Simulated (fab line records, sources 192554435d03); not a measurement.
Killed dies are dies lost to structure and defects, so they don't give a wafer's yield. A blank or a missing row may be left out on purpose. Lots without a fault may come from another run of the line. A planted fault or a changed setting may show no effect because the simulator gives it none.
Split-lot experiment | flow n5_finfet | 7 lots, 39 wafers read, on a route of 1938 steps

THE SPLIT
At N5_SD_EPI_P_EXPOSE_06 (exposes mask SD P BLK, target cd 240 nm), the setting dose_mj was moved away from the recipe's 39.5 on 15 of the 39 wafers read, by -7.7% to +7.4%. The other wafers ran this setting at the recipe's value.

FROM THE SPLIT TO THE READING: what the file shows between them, 2 steps
- N5_SD_EPI_P_PEB_07: peb time 60 s
- N5_SD_EPI_P_DEVELOP_08: develop time 30 s

THE READING
cd_nm, in nm, at N5_SD_EPI_P_CD_MEAS_09 (target cd 240 nm). Fault-free wafers of this fab line usually give 240.1 nm, standard deviation 0.68 nm.

wafer  | tool, chamber at the split | dose_mj as run | against the recipe | cd_nm, nm | against lot-mates on the recipe
L074.1 | arfi_scanner-03, 0         | 42.43          | +7.4%              | 245.1     | +4.5
L074.2 | arfi_scanner-03, 0         | 39.5           | recipe             | 240.8     | -
L074.3 | arfi_scanner-03, 0         | 39.5           | recipe             | 240.6     | -
L074.4 | arfi_scanner-03, 0         | 42.43          | +7.4%              | 245.4     | +4.8
L074.5 | arfi_scanner-03, 0         | 42.43          | +7.4%              | 245.2     | +4.6
L074.6 | arfi_scanner-03, 0         | 39.5           | recipe             | 240.4     | -
L078.1 | arfi_scanner-02, 0         | 39.5           | recipe             | 240.5     | -
L078.2 | arfi_scanner-02, 0         | 41.09          | +4.0%              | 243.3     | +2.6
L078.3 | arfi_scanner-02, 0         | 39.5           | recipe             | 241.5     | -
L078.4 | arfi_scanner-02, 0         | 41.09          | +4.0%              | 243.6     | +2.9
L078.5 | arfi_scanner-02, 0         | 39.5           | recipe             | 240.2     | -
L078.6 | arfi_scanner-02, 0         | 41.09          | +4.0%              | 242.9     | +2.2
L080.1 | arfi_scanner-03, 0         | 38.24          | -3.2%              | 238.7     | -1.6
L080.2 | arfi_scanner-03, 0         | 38.24          | -3.2%              | 238.0     | -2.3
L080.3 | arfi_scanner-03, 0         | 39.5           | recipe             | 240.7     | -
L080.4 | arfi_scanner-03, 0         | 38.24          | -3.2%              | 238.5     | -1.8
L080.5 | arfi_scanner-03, 0         | 39.5           | recipe             | 239.8     | -
L080.6 | arfi_scanner-03, 0         | 39.5           | recipe             | 240.5     | -
L082.3 | arfi_scanner-03, 0         | 39.5           | recipe             | 239.3     | -
L082.4 | arfi_scanner-03, 0         | 39.5           | recipe             | 240.2     | -
L082.6 | arfi_scanner-03, 0         | 39.5           | recipe             | 239.1     | -
L091.1 | arfi_scanner-02, 0         | 39.5           | recipe             | 239.7     | -
L091.2 | arfi_scanner-02, 0         | 38.36          | -2.9%              | 238.4     | -1.1
L091.3 | arfi_scanner-02, 0         | 38.36          | -2.9%              | 237.9     | -1.6
L091.4 | arfi_scanner-02, 0         | 38.36          | -2.9%              | 238.0     | -1.5
L091.5 | arfi_scanner-02, 0         | 39.5           | recipe             | 239.2     | -
L091.6 | arfi_scanner-02, 0         | 39.5           | recipe             | 239.7     | -
L093.1 | arfi_scanner-02, 0         | 39.5           | recipe             | 239.2     | -
L093.2 | arfi_scanner-02, 0         | 36.44          | -7.7%              | 233.9     | -5.7
L093.3 | arfi_scanner-02, 0         | 36.44          | -7.7%              | 233.8     | -5.8
L093.4 | arfi_scanner-02, 0         | 39.5           | recipe             | 239.8     | -
L093.5 | arfi_scanner-02, 0         | 39.5           | recipe             | 239.7     | -
L093.6 | arfi_scanner-02, 0         | 36.44          | -7.7%              | 233.5     | -6.1
L094.1 | arfi_scanner-02, 0         | 39.5           | recipe             | 239.7     | -
L094.2 | arfi_scanner-02, 0         | 39.5           | recipe             | 240.4     | -
L094.3 | arfi_scanner-02, 0         | 39.5           | recipe             | 240.3     | -
L094.4 | arfi_scanner-02, 0         | 39.5           | recipe             | 239.3     | -
L094.5 | arfi_scanner-02, 0         | 39.5           | recipe             | 240.4     | -
L094.6 | arfi_scanner-02, 0         | 39.5           | recipe             | 239.4     | -

THE FIT
A straight line over all 39 wafers: cd_nm changes by +0.743 nm for each +1% of dose_mj; r = +0.98; the points scatter about the line by 0.58 nm.
The same after taking each lot's own level away (the mean of its wafers on the recipe; 39 wafers): +0.668 nm for each +1%; r = +0.98; scatter 0.44 nm.
On that fit, the largest move of dose_mj shifts the reading by 5.2 nm.
The lots' own levels span 239.53 to 240.73 nm, that is 1.8 times the standard deviation above.
So the lot-to-lot level changes the slope: the two fits differ.
Check: with one of the wafers moved furthest among these (-7.7%) left out of the fit, the line predicts -5.12 nm for it against its lot-mates. It came out at -5.67 nm against them.

OTHER SPLITS ON THESE WAFERS
These wafers also went through other splits before the reading. Each is held against what the fit with the lots' levels taken away leaves over:
other split on the same wafers | wafers away from the commonest value | r with cd_nm (lot level and that fit taken away)
N5_DUMMY_GATE_ETCH_32 time_s   | 9                                    | -0.07
N5_DUMMY_GATE_ETCH_42 bias_w   | 18                                   | -0.03
N5_SD_EPI_N_ETCH_35 source_w   | 9                                    | -0.25

THE WHOLE CHAIN: every reading that the file lists as answering this split, in the file's order
step                   | what it does                                           | reading                                                         | change (the file's fit)               | r (the file's)
N5_SD_EPI_P_CD_MEAS_09 | target cd 240 nm                                       | cd_nm                                                           | +0.67 nm for each +1% of the setting  | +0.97
N5_SD_EPI_P_DESCUM_14  | chemistry O2, time 7.9 s                               | SD_EPI_P.cd_nm (the simulator's own value, which no gauge read) | +0.683 nm for each +1% of the setting | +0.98
N5_SD_EPI_P_ETCH_36    | etches SiARC in CF4, target depth 45.5 nm, time 75.8 s | SD_EPI_P.cd_nm (the simulator's own value, which no gauge read) | +0.686 nm for each +1% of the setting | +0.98
N5_SD_EPI_P_ETCH_37    | etches SOC in N2/H2, overetch 108 nm, time 486 s       | SD_EPI_P.cd_nm (the simulator's own value, which no gauge read) | +0.7 nm for each +1% of the setting   | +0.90
N5_SD_EPI_P_ETCH_47    | etches SiOCN in CH3F/O2, target depth 25 nm            | SD_EPI_P.cd_nm (the simulator's own value, which no gauge read) | +0.709 nm for each +1% of the setting | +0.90

THE FILE'S OWN FIT
cd_nm changes by +0.67 nm for each +1% of dose_mj, r = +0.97.
